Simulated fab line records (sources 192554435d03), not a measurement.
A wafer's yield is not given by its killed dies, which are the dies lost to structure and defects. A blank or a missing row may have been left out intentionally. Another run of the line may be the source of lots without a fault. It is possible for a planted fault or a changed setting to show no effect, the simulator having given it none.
fab line records	flow n5Finfet
record: lots: 9	wafers: 25	lastDay: 17
route steps=1938 shown FIN_SAQP@100 BEOL_M4@1111 PASSIVATION@1936
lots untouched by any fault: they come from a run of this same line in which no faults occurred
startH: start of the lot's first displayed wafer, in hours after the record's first day	waitH: hours from the lot's prior step to this one	" the same as in the row above	L1.1+2: a single row standing in for several wafers	- no value, or no start was given	* or withheld: withheld	< > ~ a bound
route shown NAME@n: a module of which the file shows steps, and the number in the route of the first	usual: mean/standard deviation taken from wafers without a fault	same: alike in all rows	chamber/n: place in a boat	sites: readings site by site	_std_site: their standard deviation	_edge_site: outer sites' mean less inner sites'	radiusMm: for every site, how far away it sits from the centre of the wafer	mask NAME#n: copy n	behind: tool/chamber where the wafer was last shaped	hold: what put the lot on hold/how long, in hours/how the hold closed	device: the transistor (n, p or np) that didn't switch	end of line: tests of these same wafers at the route's end	a step with no rows: only its recipe	killed: dies that structure and defects cost at the first sort, which is not the same as the wafer's yield	map: the dies of a wafer, with x for killed, . for not killed, _ for no die there
set.NAME: the setting that was run; set.NAME@STEP: the one run at that earlier step	model.NAME: the simulator's own value behind a step, which no gauge read
route steps across a sampled set of lots; one table per step, one row per wafer
services: the hour from which a tool's chamber was out of use, counted from the record's first day as startH (under 0 if before that day), plus the number of hours and why
== steps ==
step: N5_FIN_SAQP_PECVD_06
recipe: material: a-Si	targetThkA: 600	tempC: 400	precursor: SiH4/He	pressureTorr: 3	rfW: 100	timeS: 48.1
usual: heaterPowerW: 828/160	showerheadPlenumPTorr: 5.67/0.046	throttleValvePct: 17.9/0.82
lot.wafer	tool	chamber	startH	waitH	heaterPowerW	showerheadPlenumPTorr	sinceWetCleanH	throttleValvePct
L142.3	pecvd-02	2	21.10	0.0	937	5.72	2175	21.3
L142.4	"	0	"	"	690	5.74	-	16.6
L142.6	"	2	"	"	925	5.71	-	21.5
L145.3	pecvd-02	0	39.71	0.0	588	5.74	-	16.6
L145.4	"	1	"	"	904	5.68	-	17.7
L145.6	"	0	"	"	568	5.74	-	16.6
L148.4	pecvd-02	0	57.10	0.0	627	5.74	-	16.9
L148.5	"	2	"	"	945	5.70	-	16.9
L148.6	"	1	"	"	918	5.68	-	17.7
L154.2	pecvd-02	0	93.39	0.0	577	5.76	797	16.6
L154.3	"	2	"	"	874	5.70	43	16.8
L155.1	pecvd-02	0	100.98	0.0	698	5.74	805	16.8
L155.3	"	1	"	"	865	5.68	1530	17.8
L156.1	pecvd-02	0	104.66	0.0	695	5.74	809	16.4
L156.4	"	1	"	"	824	5.69	-	18.0
L156.5	"	2	"	"	899	5.70	-	16.6
L157.1	pecvd-01	2	112.09	0.0	749	5.65	424	18.2
L157.5	"	0	"	"	1085	5.64	-	18.4
L157.6	"	2	"	"	762	5.64	-	18.6
L159.1	pecvd-01	1	123.46	0.0	607	5.71	1915	18.3
L159.2	"	0	"	"	1050	5.64	1190	18.3
L159.4	"	2	"	"	736	5.66	-	18.2
L164.3	pecvd-04	0	153.83	0.0	819	5.66	676	18.0
L164.5	"	1	"	"	768	5.67	-	18.1
L164.6	"	0	"	"	847	5.64	-	17.8
step: N5_FIN_SAQP_THK_MEAS_07
usual: thkNm: 59.9/1.1
lot.wafer	tool	chamber	startH	waitH	thkNm
L142.3	filmMetro-01	-	21.19	0.1	60.8
L142.4	"	-	"	"	60.3
L142.6	"	-	"	"	61.6
L145.3	filmMetro-01	-	39.80	0.1	59.9
L145.4	"	-	"	"	59.8
L145.6	"	-	"	"	59.8
L148.4	filmMetro-01	-	57.16	0.0	60.5
L148.5	"	-	"	"	60.5
L148.6	"	-	"	"	59.8
L154.2	filmMetro-02	-	93.48	0.1	64.4
L154.3	"	-	"	"	59.9
L155.1	filmMetro-02	-	101.08	0.1	64.0
L155.3	"	-	"	"	58.4
L156.1	filmMetro-01	-	104.75	0.1	64.6
L156.4	"	-	"	"	60.8
L156.5	"	-	"	"	61.5
L157.1	filmMetro-01	-	112.18	0.1	59.6
L157.5	"	-	"	"	61.5
L157.6	"	-	"	"	59.8
L159.1	filmMetro-02	-	123.55	0.1	58.8
L159.2	"	-	"	"	59.3
L159.4	"	-	"	"	60.3
L164.3	filmMetro-01	-	153.92	0.1	57.4
L164.5	"	-	"	"	60.9
L164.6	"	-	"	"	58.4
step: N5_FIN_SAQP_HM_DEP_72
recipe: material: SiO2	targetThkA: 120	tempC: 400	precursor: SiH4/N2O	pressureTorr: 0.75	rfW: 275	timeS: 7.2
usual: heaterPowerW: 757/160	showerheadPlenumPTorr: 8.17/0.13
lot.wafer	tool	chamber	startH	waitH	heaterPowerW	showerheadPlenumPTorr	sinceWetCleanH
L142.3	pecvd-01	2	21.23	0.0	691	8.07	334
L142.4	"	1	"	"	609	8.27	-
L142.6	"	0	"	"	987	8.07	-
L145.3	pecvd-02	0	39.86	0.1	576	8.37	-
L145.4	"	1	"	"	827	8.19	-
L145.6	"	0	"	"	570	8.37	-
L148.4	pecvd-04	0	57.22	0.1	773	8.11	-
L148.5	"	1	"	"	620	8.15	-
L148.6	"	2	"	"	908	7.91	-
L154.2	pecvd-04	1	93.52	0.0	616	8.15	1341
L154.3	"	0	"	"	701	8.08	616
L155.1	pecvd-04	1	101.12	0.0	606	8.15	1349
L155.3	"	0	"	"	696	8.07	624
L156.1	pecvd-04	2	104.79	0.0	981	7.92	2077
L156.4	"	0	"	"	788	8.08	-
L156.5	"	2	"	"	978	7.91	-
L157.1	pecvd-02	0	112.21	0.0	578	8.39	816
L157.5	"	0	"	"	580	8.34	-
L157.6	"	2	"	"	868	8.25	-
L159.1	pecvd-02	0	123.58	0.0	640	8.35	827
L159.2	"	1	"	"	870	8.20	1552
L159.4	"	2	"	"	863	8.23	-
L164.3	pecvd-01	2	153.95	0.0	668	8.06	466
L164.5	"	2	"	"	674	8.06	-
L164.6	"	1	"	"	503	8.26	-
step: N5_FIN_SAQP_HM_OPEN_73
recipe: chemistry: CHF3/O2	target: SiO2	stopOn: a-Si	targetDepthA: 120	overEtchFrac: 1.8	maskMaterial: SOC	timeS: 16.8	pressureMtorr: 30	sourceW: 650	biasW: 170	Ar_flow_sccm: 200	CHF3_flow_sccm: 50	O2_flow_sccm: 5	ionEnergyEv: 200	ends: endPoint
usual: O2_flow_sccm: 5.001/0.014	drypumpMotorCurrentA: 5.8/0.48	oesProductAu: 0.46/0.037	rfVppV: 526/18	showerheadPlenumPTorr: 2.42/0.073	throttleValvePct: 18.93/0.25
lot.wafer	tool	chamber	startH	waitH	O2_flow_sccm	drypumpMotorCurrentA	oesProductAu	rfHoursCounterH	rfVppV	showerheadPlenumPTorr	throttleValvePct
L142.3	rieDiel-05	2	21.97	0.0	4.986	5.9	0.45	151	533	2.40	18.74
L142.4	"	0	"	"	5.007	6.4	0.49	110	508	2.35	18.84
L142.6	"	3	"	"	4.997	5.6	0.44	-	534	2.50	18.73
L145.3	rieDiel-01	2	40.48	0.0	5.020	5.7	0.48	124	541	2.51	19.13
L145.4	"	3	"	"	4.995	5.7	0.48	126	521	2.41	18.78
L145.6	"	2	"	"	4.991	5.7	0.48	-	541	2.51	19.13
L148.4	rieDiel-02	3	57.94	0.0	5.015	5.9	0.40	247	516	2.37	19.20
L148.5	"	1	"	"	5.017	5.9	0.47	-	541	2.32	18.63
L148.6	"	2	"	"	4.982	5.7	0.51	-	541	2.46	18.85
L154.2	rieDiel-05	1	94.14	0.0	5.002	4.8	0.43	177	534	2.51	19.28
L154.3	"	2	"	"	5.036	5.9	0.44	175	534	2.39	18.78
L155.1	rieDiel-02	0	101.74	0.0	4.984	5.3	0.45	165	496	2.40	19.11
L155.3	"	2	"	"	5.014	5.8	0.49	72	542	2.45	18.85
L156.1	rieDiel-02	1	105.67	0.0	4.979	5.9	0.46	114	541	2.31	18.62
L156.4	"	3	"	"	5.015	5.9	0.58	4	517	2.36	18.73
L156.5	"	2	"	"	5.013	5.8	0.50	-	541	2.45	18.88
L157.1	rieDiel-02	0	112.83	0.0	4.999	5.3	0.44	169	497	2.40	19.11
L157.5	"	0	"	"	5.006	5.3	0.45	-	496	2.40	19.11
L157.6	"	3	"	"	4.985	5.9	0.57	-	516	2.36	18.74
L159.1	rieDiel-02	0	124.50	0.0	4.997	5.3	0.44	172	496	2.40	19.11
L159.2	"	1	"	"	5.000	5.9	0.46	119	540	2.31	18.66
L159.4	"	3	"	"	5.007	5.9	0.57	10	516	2.36	18.72
L164.3	rieDiel-01	3	154.57	0.0	5.016	5.7	0.45	163	523	2.40	18.85
L164.5	"	0	"	"	5.012	6.3	0.41	-	491	2.31	19.35
L164.6	"	3	"	"	5.008	5.8	0.46	-	522	2.40	18.84
step: N5_FIN_SAQP_MANDREL_ETCH_22
recipe: targetDepthA: 600	chemistry: HBr/Cl2	target: a-Si	stopOn: SiNx	btTimeS: 10	overEtchFrac: 0.5	timeS: 30	pressureMtorr: 10	icpW: 800	biasW: 75	HBr_flow_sccm: 150	Cl2_flow_sccm: 80	ends: endPoint
usual: drypumpMotorCurrentA: 5.5/0.51	oesProductAu: 0.766/0.012	throttleValvePct: 35.42/0.29
lot.wafer	tool	chamber	startH	waitH	drypumpMotorCurrentA	oesProductAu	rfHoursCounterH	throttleValvePct
L142.3	rieSi-01	1	22.06	0.0	5.6	0.782	122	35.38
L142.4	"	2	"	"	5.0	0.755	48	35.26
L142.6	"	3	"	"	6.0	0.768	-	35.93
L145.3	rieSi-06	1	40.57	0.0	6.0	0.767	125	35.12
L145.4	"	3	"	"	5.0	0.746	-	35.33
L145.6	"	2	"	"	5.0	0.765	-	35.02
L148.4	rieSi-01	1	58.02	0.0	5.7	0.779	123	35.39
L148.5	"	2	"	"	5.0	0.762	-	35.28
L148.6	"	3	"	"	5.9	0.758	-	35.97
L154.2	rieSi-06	1	94.22	0.0	6.0	0.799	127	35.07
L154.3	"	0	"	"	6.6	0.766	171	35.35
L155.1	rieSi-05	0	101.82	0.0	4.9	0.795	8	35.76
L155.3	"	3	"	"	5.5	0.753	78	34.99
L156.1	rieSi-05	0	105.76	0.0	4.9	0.799	8	35.75
L156.4	"	1	"	"	5.4	0.776	73	35.71
L156.5	"	1	"	"	5.4	0.787	-	35.67
L157.1	rieSi-01	0	112.91	0.0	5.9	0.764	82	35.13
L157.5	"	3	"	"	5.9	0.766	-	35.94
L157.6	"	0	"	"	5.9	0.777	-	35.10
L159.1	rieSi-05	3	124.59	0.0	5.5	0.758	78	34.98
L159.2	"	1	"	"	5.4	0.773	74	35.71
L159.4	"	0	"	"	4.9	0.765	8	35.82
L164.3	rieSi-05	2	154.66	0.0	5.8	0.746	19	35.56
L164.5	"	2	"	"	5.7	0.787	-	35.53
L164.6	"	1	"	"	5.4	0.770	-	35.72
step: N5_FIN_SAQP_STRIP_55
recipe: chemistry: N2/H2	powerW: 500	tempC: 40	pressureMtorr: 50	rfFrequencyHz: 6e+07	overashFraction: 0.3	biasPowerW: 28	h2Frac: 0.5	n2FlowSccm: 300	h2FlowSccm: 300
usual: drypumpMotorCurrentA: 5.9/0.47	oesProductAu: 0.75/0.052	powerW: 499.9/1.4	rfVppV: 121.8/1.4	showerheadPlenumPTorr: 3.39/0.11	throttleValvePct: 19.0/0.36
lot.wafer	tool	chamber	startH	waitH	drypumpMotorCurrentA	oesProductAu	powerW	rfHoursCounterH	rfVppV	showerheadPlenumPTorr	throttleValvePct
L142.3	rieDiel-05	0	22.15	0.1	6.4	0.81	498.8	110	120.8	3.27	18.9
L142.4	"	1	"	"	4.8	0.74	498.7	153	124.5	3.48	19.5
L142.6	"	0	"	"	6.4	0.82	500.1	-	120.8	3.27	18.9
L145.3	rieDiel-01	1	40.67	0.1	6.5	0.71	500.5	207	119.4	3.50	18.8
L145.4	"	2	"	"	5.7	0.80	498.1	124	124.3	3.51	19.2
L145.6	"	2	"	"	5.7	0.80	498.0	-	123.0	3.51	19.2
L148.4	rieDiel-01	1	58.13	0.1	6.6	0.71	497.0	213	121.7	3.50	18.8
L148.5	"	3	"	"	5.7	0.80	500.8	-	121.5	3.37	18.9
L148.6	"	0	"	"	6.3	0.70	500.2	-	121.0	3.21	19.1
L154.2	rieDiel-05	1	94.32	0.1	4.8	0.71	499.9	177	123.2	3.47	19.6
L154.3	"	2	"	"	5.9	0.74	498.5	175	122.9	3.31	18.2
L155.1	rieDiel-02	1	101.92	0.1	5.9	0.78	500.0	113	120.0	3.28	19.4
L155.3	"	3	"	"	5.9	0.98	500.9	2	120.0	3.32	19.2
L156.1	rieDiel-05	3	105.97	0.2	5.6	0.69	500.0	206	121.4	3.46	18.8
L156.4	"	0	"	"	6.4	0.78	500.9	138	119.7	3.26	18.9
L156.5	"	3	"	"	5.6	0.70	500.2	-	122.9	3.46	18.8
L157.1	rieDiel-05	3	113.01	0.1	5.6	0.70	498.5	208	121.6	3.46	18.8
L157.5	"	3	"	"	5.7	0.70	500.1	-	121.6	3.46	18.8
L157.6	"	0	"	"	6.4	0.78	501.7	-	122.0	3.25	18.9
L159.1	rieDiel-01	2	124.77	0.1	5.7	0.77	499.5	154	122.7	3.50	19.3
L159.2	"	0	"	"	6.2	0.68	500.1	219	119.9	3.20	19.2
L159.4	"	1	"	"	6.5	0.69	500.5	-	122.3	3.48	18.8
L164.3	rieDiel-01	2	154.76	0.1	5.7	0.77	500.2	166	123.8	3.49	19.3
L164.5	"	1	"	"	6.6	0.69	500.6	-	121.1	3.48	18.8
L164.6	"	2	"	"	5.7	0.77	500.2	-	120.9	3.49	19.3
step: N5_BEOL_M4_RC_MEAS_101
usual: DIBL_N: 36.0/2.5	DIBL_P: 36.2/3	IOFF_N: 0.16/0.044	IOFF_P: 0.21/0.049	ION_N: 671/15	ION_P: 461/8.7	SS_N: 71.5/0.72	SS_P: 73.4/0.9	VT_N: 251/4.4	VT_P: -250/4
lot.wafer	tool	chamber	startH	waitH	DIBL_N[mV/V]	DIBL_P[mV/V]	IOFF_N[nA/um]	IOFF_P[nA/um]	ION_N[uA/um]	ION_P[uA/um]	SS_N[mV/dec]	SS_P[mV/dec]	VT_N[mV]	VT_P[mV]
L142.3	prober-01	0	180.36	0.3	34.7	33.8	0.13	0.20	653	456	71.5	72.0	255	-250
L142.4	"	0	"	"	36.7	36.3	0.16	0.24	672	469	71.4	73.8	249	-243
L142.6	"	0	"	"	33.9	32.7	0.12	0.19	667	468	71.0	72.1	252	-246
L145.3	prober-02	0	206.96	0.3	32.7	34.3	0.12	0.18	656	455	70.9	72.2	252	-249
L145.4	"	0	"	"	37.3	40.0	0.20	0.24	677	459	72.3	74.3	247	-249
L145.6	"	0	"	"	35.7	38.5	0.16	0.24	663	461	71.7	74.3	253	-247
L148.4	prober-01	0	219.58	0.5	36.4	36.8	0.15	0.20	678	464	71.5	73.5	252	-251
L148.5	"	0	"	"	34.6	33.4	0.11	0.16	653	452	70.4	72.5	255	-253
L148.6	"	0	"	"	35.0	35.4	0.12	0.20	669	468	71.6	72.8	255	-252
L155.1	prober-01	0	258.40	0.0	36.0	36.7	0.15	0.22	671	461	71.7	73.2	252	-247
L155.3	"	0	"	"	36.6	38.2	0.17	0.24	686	471	71.6	74.0	250	-244
L154.2	prober-02	0	260.87	0.2	40.2	39.5	0.21	0.29	695	476	72.0	74.3	243	-245
L154.3	"	0	"	"	38.9	37.9	0.18	0.24	676	471	72.1	73.6	247	-248
L157.1	prober-02	0	275.70	0.0	34.1	35.5	0.13	0.21	669	466	71.0	73.4	251	-248
L157.5	"	0	"	"	37.7	38.3	0.21	0.25	676	466	72.5	74.1	247	-247
L157.6	"	0	"	"	34.2	35.0	0.14	0.20	667	466	71.3	73.2	249	-252
L156.1	prober-01	0	276.68	0.0	34.6	35.0	0.12	0.17	659	452	70.8	72.6	257	-250
L156.4	"	0	"	"	38.4	39.2	0.19	0.25	686	464	71.7	74.5	248	-249
L156.5	"	0	"	"	39.2	41.3	0.21	0.28	685	466	72.1	73.9	247	-249
L159.1	prober-02	0	301.68	0.0	36.5	36.2	0.14	0.20	670	456	71.0	73.2	250	-254
L159.2	"	0	"	"	40.5	40.6	0.22	0.27	674	460	72.4	74.5	246	-248
L159.4	"	0	"	"	36.9	37.0	0.14	0.22	665	464	71.9	74.0	253	-250
L164.3	prober-01	0	308.65	0.3	40.1	40.6	0.25	0.31	689	470	73.0	74.3	245	-242
L164.5	"	0	"	"	36.2	35.1	0.13	0.19	651	453	71.1	73.0	255	-252
L164.6	"	0	"	"	37.9	37.6	0.19	0.25	675	463	71.8	73.6	246	-246
step: N5_PASSIVATION_PROBE_49
usual: defectLimitedYield: 91.7/1.4	killed_at_M0_to_M3: 31/11	killed_at_M4_up: 13/4.6	killedAtContacts: 13/6.7	killedAtFrontEnd: 39/9.6	killedAtOther: 3.5/2.8	killedDies: 98/16	killedOpen: 64/11	killedShort: 33/8.5	sort_bin_5_function: 4.9/0.96	sort_bin_6_memory: 3.1/0.59	sort_bin_8_speed: 0.2/1.3	sortNPass: 1080/23
same: grossDies: 1180	killedAtBackSide: 0	sort_bin_4_leakage[%]: 0
lot.wafer	tool	chamber	startH	waitH	defectLimitedYield[%]	killed_at_M0_to_M3	killed_at_M4_up	killedAtContacts	killedAtFrontEnd	killedAtOther	killedDies	killedOpen	killedShort	sort_bin_5_function[%]	sort_bin_6_memory[%]	sort_bin_8_speed[%]	sortNPass
L148.4	prober-02	-	326.93	0.4	90.8	31	11	7	54	5	108	67	41	5.9	3.2	0	1072
L148.5	prober-02	-	326.98	0.5	93.7	24	5	18	26	1	74	51	23	3.3	2.7	0	1106
L148.6	prober-02	-	327.03	0.5	93.1	13	16	5	44	3	81	52	28	3.6	3.1	0	1099
L155.1	prober-01	-	351.79	0.0	91.0	27	14	16	45	4	106	68	36	5.1	3.6	0	1074
L155.3	prober-01	-	351.89	0.1	91.9	40	10	8	35	2	95	58	35	4.8	3.1	0	1085
L154.2	prober-01	-	362.26	0.1	91.6	34	20	20	23	2	99	61	37	6.2	1.9	0	1081
L154.3	prober-01	-	362.31	0.1	93.5	20	12	19	25	1	77	53	24	4.2	2.3	0	1103
L156.1	prober-01	-	377.94	0.0	91.9	31	13	15	33	4	96	65	31	4.4	3.4	0	1084
L156.4	prober-01	-	378.09	0.2	93.0	23	17	17	25	1	83	52	30	4.0	2.8	0.1	1097
L156.5	prober-01	-	378.14	0.2	90.8	42	11	28	27	0	108	67	41	5.0	3.7	0	1072
L164.3	prober-01	-	410.91	0.1	93.2	18	21	7	34	0	80	60	19	4.3	2.2	0	1100
L164.5	prober-01	-	411.01	0.2	92.7	14	17	15	39	1	86	61	24	4.8	2.3	0.1	1093
L164.6	prober-01	-	411.06	0.3	93.5	18	12	9	36	2	77	56	19	3.8	2.6	0	1103
killed by level:class
L148.4 FIN_SAQP:geometricParticle:open=19 BEOL_M2:geometricParticle:open=11 FIN_SAQP:geometricParticle:short=8 GATE_CUT:geometricParticle:short=7 ILD0:geometricParticle:short=5 BEOL_M1:geometricParticle:open=5 STI_FIN_REVEAL:geometricParticle:open=4 MOL_CONTACT_COAG:geometricParticle:short=4
L148.5 MOL_CONTACT_COAG:geometricParticle:open=16 BEOL_M1:geometricParticle:open=6 BEOL_M3:geometricParticle:open=5 STI_FIN_REVEAL:geometricParticle:open=4 DUMMY_GATE:geometricParticle:open=4 BEOL_M0_SAQP:geometricParticle:open=4 FIN_SAQP:geometricParticle:short=3 ILD0:geometricParticle:short=3
L148.6 FIN_SAQP:geometricParticle:open=11 FIN_SAQP:geometricParticle:short=7 BEOL_M4:geometricParticle:open=7 STI_FIN_REVEAL:geometricParticle:open=7 SPACER0:geometricParticle:open=4 MOL_CONTACT_COAG:geometricParticle:open=4 BEOL_M0_SAQP:geometricParticle:open=4 BEOL_M4:geometricParticle:short=4
L155.1 MOL_CONTACT_COAG:geometricParticle:open=12 FIN_SAQP:geometricParticle:open=10 GATE_CUT:geometricParticle:short=7 FIN_SAQP:geometricParticle:short=6 GATE_CUT:geometricParticle:open=6 BEOL_M0_SAQP:geometricParticle:open=6 DUMMY_GATE:geometricParticle:open=5 BEOL_M1:geometricParticle:open=5
L155.3 BEOL_M0_SAQP:geometricParticle:open=14 GATE_CUT:geometricParticle:short=8 MOL_CONTACT_COAG:geometricParticle:open=7 FIN_SAQP:geometricParticle:short=6 BEOL_M1:geometricParticle:open=6 BEOL_M0_SAQP:geometricParticle:short=5 BEOL_M3:geometricParticle:open=5 FIN_SAQP:geometricParticle:open=4
L154.2 MOL_CONTACT_COAG:geometricParticle:open=12 BEOL_M3:geometricParticle:open=9 MOL_CONTACT_COAG:geometricParticle:short=8 BEOL_M0_SAQP:geometricParticle:open=8 BEOL_M0_SAQP:geometricParticle:short=7 FIN_SAQP:geometricParticle:short=6 BEOL_M4:geometricParticle:open=6 STI_FIN_REVEAL:geometricParticle:open=5
L154.3 MOL_CONTACT_COAG:geometricParticle:open=14 BEOL_M2:geometricParticle:open=8 MOL_CONTACT_COAG:geometricParticle:short=5 FIN_SAQP:geometricParticle:open=4 FIN_SAQP:geometricParticle:short=4 STI_FIN_REVEAL:geometricParticle:open=4 DUMMY_GATE:geometricParticle:open=4 BEOL_M4:geometricParticle:open=4
L156.1 BEOL_M2:geometricParticle:open=16 MOL_CONTACT_COAG:geometricParticle:open=14 FIN_SAQP:geometricParticle:open=7 FIN_SAQP:geometricParticle:short=6 DUMMY_GATE:geometricParticle:open=6 BEOL_M4:geometricParticle:open=6 GATE_CUT:geometricParticle:short=5 BEOL_M0_SAQP:geometricParticle:short=5
L156.4 MOL_CONTACT_COAG:geometricParticle:open=11 BEOL_M0_SAQP:geometricParticle:short=8 BEOL_M4:geometricParticle:open=7 MOL_CONTACT_COAG:geometricParticle:short=6 STI_FIN_REVEAL:geometricParticle:open=5 DUMMY_GATE:geometricParticle:open=3 GATE_CUT:geometricParticle:short=3 BEOL_M0_SAQP:geometricParticle:open=3
L156.5 MOL_CONTACT_COAG:geometricParticle:open=21 FIN_SAQP:geometricParticle:short=14 BEOL_M2:geometricParticle:open=14 BEOL_M0_SAQP:geometricParticle:open=8 MOL_CONTACT_COAG:geometricParticle:short=7 BEOL_M0_SAQP:geometricParticle:short=7 BEOL_M1:geometricParticle:open=5 BEOL_M4:geometricParticle:open=5
L164.3 BEOL_M4:geometricParticle:open=11 STI_FIN_REVEAL:geometricParticle:open=9 FIN_SAQP:geometricParticle:open=6 BEOL_M1:geometricParticle:open=5 DUMMY_GATE:geometricParticle:open=4 GATE_CUT:geometricParticle:short=4 MOL_CONTACT_COAG:geometricParticle:open=4 STARTING-WAFER:geometricParticle:short=4
L164.5 MOL_CONTACT_COAG:geometricParticle:open=14 FIN_SAQP:geometricParticle:open=10 BEOL_M4:geometricParticle:open=10 DUMMY_GATE:geometricParticle:open=8 STI_FIN_REVEAL:geometricParticle:open=5 BEOL_M0_SAQP:geometricParticle:short=4 STARTING-WAFER:geometricParticle:open=4 FIN_SAQP:geometricParticle:short=3
L164.6 FIN_SAQP:geometricParticle:open=17 BEOL_M0_SAQP:geometricParticle:open=6 MOL_CONTACT_COAG:geometricParticle:open=6 BEOL_M4:geometricParticle:open=6 FIN_SAQP:geometricParticle:short=5 BEOL_M1:geometricParticle:open=5 STARTING-WAFER:geometricParticle:short=4 DUMMY_GATE:geometricParticle:open=3
== services ==
tool	chamber	startH	hours	kind
rieSi-05	3	-2.33	1.4	repair
rieSi-01	1	-1.04	5.2	repair
rieSi-05	0	5.46	6.9	repair
rieDiel-05	2	11.21	2.5	repair
pecvd-04	-	19.86	2.8	pm
pecvd-02	2	21.16	-	clean
pecvd-02	2	21.16	-	consumableReplace:showerhead
pecvd-02	-	27.01	0.8	pm
pecvd-01	2	27.38	12.2	repair
rieSi-06	0	37.78	3.2	repair
pecvd-02	-	45.99	3.5	repair
rieSi-01	1	48.21	6.2	repair
rieDiel-02	-	65.60	2.8	pm
rieDiel-01	3	70.89	5.6	repair
rieSi-05	0	81.21	1.4	repair
pecvd-01	-	117.11	0.8	pm
pecvd-01	2	127.08	7.0	repair
pecvd-02	-	130.40	5.5	pm
rieSi-05	1	130.68	2.4	repair
rieDiel-05	3	132.65	7.5	repair
rieDiel-01	1	135.00	12.9	repair
rieSi-05	2	143.00	9.1	repair
pecvd-01	-	148.62	1.1	repair
pecvd-01	-	149.76	2.8	pm
== key ==
firstSign: step: N5_FIN_SAQP_THK_MEAS_07	reading: thkNm	direction: up	sigmas: 4.1	usual: *	struck: *
effect: step: N5_FIN_SAQP_MANDREL_ETCH_22	reading: oesProductAu	direction: up	sigmas: 2.6	usual: 0.766	struck: 0.798
metAt N5_FIN_SAQP_PECVD_06
struckLots L154,L155,L156
struckWafers L154.2,L155.1,L156.1
notActingAt N5_FIN_SAQP_HM_DEP_72,N5_FIN_SAQP_HM_OPEN_73,N5_FIN_SAQP_STRIP_55
onsetBetween 57.10 93.39
fault: kind: processParameterDrift	tool: pecvd-02	chamber: -	onsetH: 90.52	steps: N5_FIN_SAQP_PECVD_06	channel: timeS	offset: *	shape: step	endH: 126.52	scope: struckWafersOnly	actsIn: *	stated: *
